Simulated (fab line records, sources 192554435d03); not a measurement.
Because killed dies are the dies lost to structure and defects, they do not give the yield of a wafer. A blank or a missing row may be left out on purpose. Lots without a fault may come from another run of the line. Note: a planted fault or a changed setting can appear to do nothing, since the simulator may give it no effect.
Chamber matching    flow n5 finfet    rie diel-05 running N5_BEOL_M6_DESCUM_16: 4 sister chambers
The step chemistry O2, time 7.9 s. 20 wafers are shown with their chamber, then 10 later ones without.

## WAFERS WITH THEIR CHAMBER
wafer   chamber  showerhead plenum p Torr (Torr)  drypump motor current A (A)  throttle valve pct (%)
L075.1  0        1.99                             5.3                          20.97
L075.2  1        1.98                             5.9                          20.09
L075.5  0        1.99                             5.3                          20.96
L080.1  0        1.98                             5.3                          21.00
L080.2  2        2.23                             5.4                          20.29
L080.4  1        1.98                             5.9                          20.13
L083.1  2        2.23                             5.4                          20.28
L083.3  3        2.23                             5.8                          20.05
L083.4  1        1.98                             5.9                          20.12
L086.4  1        1.97                             6.0                          20.15
L086.5  3        2.22                             5.8                          20.07
L086.6  0        1.98                             5.3                          20.99
L087.1  2        2.23                             5.4                          20.31
L087.2  1        1.97                             5.9                          20.15
L087.5  1        1.97                             5.9                          20.14
L090.1  3        2.22                             5.8                          20.10
L090.2  1        1.97                             5.9                          20.15
L090.5  2        2.23                             5.4                          20.30
L091.2  1        1.97                             6.0                          20.16
L091.3  2        2.23                             5.4                          20.33

SIGNATURES (averages over the wafers above)
reading                   chamber 0  chamber 1  chamber 2  chamber 3  scatter within a chamber
showerhead plenum p Torr  1.9850     1.9737     2.2300     2.2233     0.0047
drypump motor current A   5.300      5.925      5.400      5.800      0.0306
throttle valve pct        20.9800    20.1363    20.3020    20.0733    0.0214
Rule: for a wafer and a chamber, the distance is found by dividing, reading by reading, the gap between the wafer's reading and the chamber's mean by the reading's scatter, squaring, summing and taking the root. If the next closest chamber is less than 2 further off than the closest, the wafer can't be placed; otherwise it belongs to the closest. The scatter: take each reading less its chamber's mean, square it, sum over the shown wafers, divide by the number of wafers less the number of chambers, and take the root.

## WAFERS MISSING THEIR CHAMBER
wafer   showerhead plenum p Torr (Torr)  drypump motor current A (A)  throttle valve pct (%)
L091.6  2.24                             5.3                          20.61
L092.1  2.24                             5.3                          20.64
L092.3  2.22                             5.4                          20.34
L092.4  2.22                             5.8                          20.10
L094.1  2.22                             5.4                          20.32
L094.2  2.24                             5.3                          20.61
L094.6  2.22                             5.4                          20.34
L097.1  2.21                             5.8                          20.13
L097.4  2.23                             5.3                          20.65
L097.6  2.23                             5.9                          19.80

## CHAMBER TAKEN BY EACH
wafer    from the rows above   in truth
L091.6   2                     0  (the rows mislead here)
L092.1   2                     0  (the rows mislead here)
L092.3   2                     2
L092.4   3                     3
L094.1   2                     2
L094.2   2                     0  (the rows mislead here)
L094.6   2                     2
L097.1   3                     3
L097.4   2                     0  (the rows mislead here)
L097.6   3                     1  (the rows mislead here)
Correct placement for 5 of the 10. Not placeable from these rows: 0. Placed wrongly: 5.
